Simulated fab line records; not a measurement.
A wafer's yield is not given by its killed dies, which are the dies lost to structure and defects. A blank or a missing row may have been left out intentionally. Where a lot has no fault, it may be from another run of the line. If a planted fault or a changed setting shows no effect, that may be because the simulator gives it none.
Chamber matching    flow n5_finfet    N5_BEOL_M6_CURE_74 on uv_cure-01: 3 sister chambers
The step cures SiCOH lowk, time 240 s. 33 wafers are shown with their chamber, then 12 later ones without.

== WAFERS WITH THEIR CHAMBER ==
wafer   chamber  wafer_temp_C_max  lamp_power_pct (%)
L075.2  1        386.6             52.36
L075.4  1        386.0             52.33
L075.6  1        386.5             52.36
L079.3  2        387.7             52.42
L079.4  2        386.7             52.30
L079.5  2        386.5             52.41
L082.1  2        387.4             52.39
L082.3  2        387.4             52.41
L082.5  2        387.1             52.16
L085.1  0        386.1             52.21
L085.2  0        385.9             52.30
L085.6  0        386.6             52.28
L083.1  0        386.3             52.26
L083.3  0        386.1             52.25
L083.4  0        386.6             52.33
L087.3  0        386.1             52.17
L087.4  0        386.4             52.31
L087.5  0        386.7             52.32
L086.3  0        386.0             52.36
L086.4  0        386.4             52.34
L086.5  0        386.8             52.32
L092.1  2        387.7             52.32
L092.2  2        386.6             52.28
L092.3  2        387.0             52.33
L093.1  2        386.7             52.46
L093.5  2        386.9             52.31
L093.6  2        387.5             52.35
L093.2  2        386.8             52.41
L093.3  2        386.7             52.34
L093.4  2        387.5             52.40
L094.1  1        386.8             52.28
L094.5  1        386.2             52.32
L094.6  1        386.8             52.35

SIGNATURES (averages over the wafers above)
reading           chamber 0  chamber 1  chamber 2  scatter within a chamber
wafer_temp_C_max  386.333    386.483    387.080    0.362
lamp_power_pct    52.2875    52.3333    52.3527    0.0626
Rule: a wafer's distance from a chamber is the root of the sum, over the readings, of the square of ((its reading less the chamber's mean) divided by the reading's scatter). If the next closest chamber is less than 2 further off than the closest, the wafer can't be placed; otherwise it belongs to the closest. The scatter: the root of (the sum of the squares of (reading less its chamber's mean) over the shown wafers, divided by (wafers less chambers)).

== WAFERS WHOSE CHAMBER IS MISSING ==
wafer   wafer_temp_C_max  lamp_power_pct (%)
L094.2  386.3             52.37
L094.3  386.4             52.25
L094.4  386.5             52.35
L097.2  386.6             52.32
L097.4  386.0             52.23
L097.5  386.7             52.44
L096.1  386.5             52.28
L096.2  386.5             52.34
L096.4  386.7             52.31
L095.2  386.9             52.33
L095.3  387.2             52.30
L095.4  386.4             52.35

== WHICH CHAMBER EACH ONE RAN IN ==
wafer   from the rows above           in truth
L094.2  can't be placed: 1 or 0 or 2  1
L094.3  can't be placed: 0 or 1 or 2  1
L094.4  can't be placed: 1 or 0 or 2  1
L097.2  can't be placed: 1 or 0 or 2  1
L097.4  can't be placed: 0 or 1       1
L097.5  can't be placed: 2 or 1 or 0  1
L096.1  can't be placed: 0 or 1 or 2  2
L096.2  can't be placed: 1 or 0 or 2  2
L096.4  can't be placed: 1 or 0 or 2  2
L095.2  can't be placed: 2 or 1 or 0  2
L095.3  can't be placed: 2 or 1 or 0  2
L095.4  can't be placed: 1 or 0 or 2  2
Correct placement for 0 of the 12. From these rows, 12 cannot be placed; in 12 the true chamber is one of the candidates. 0 placed wrongly.
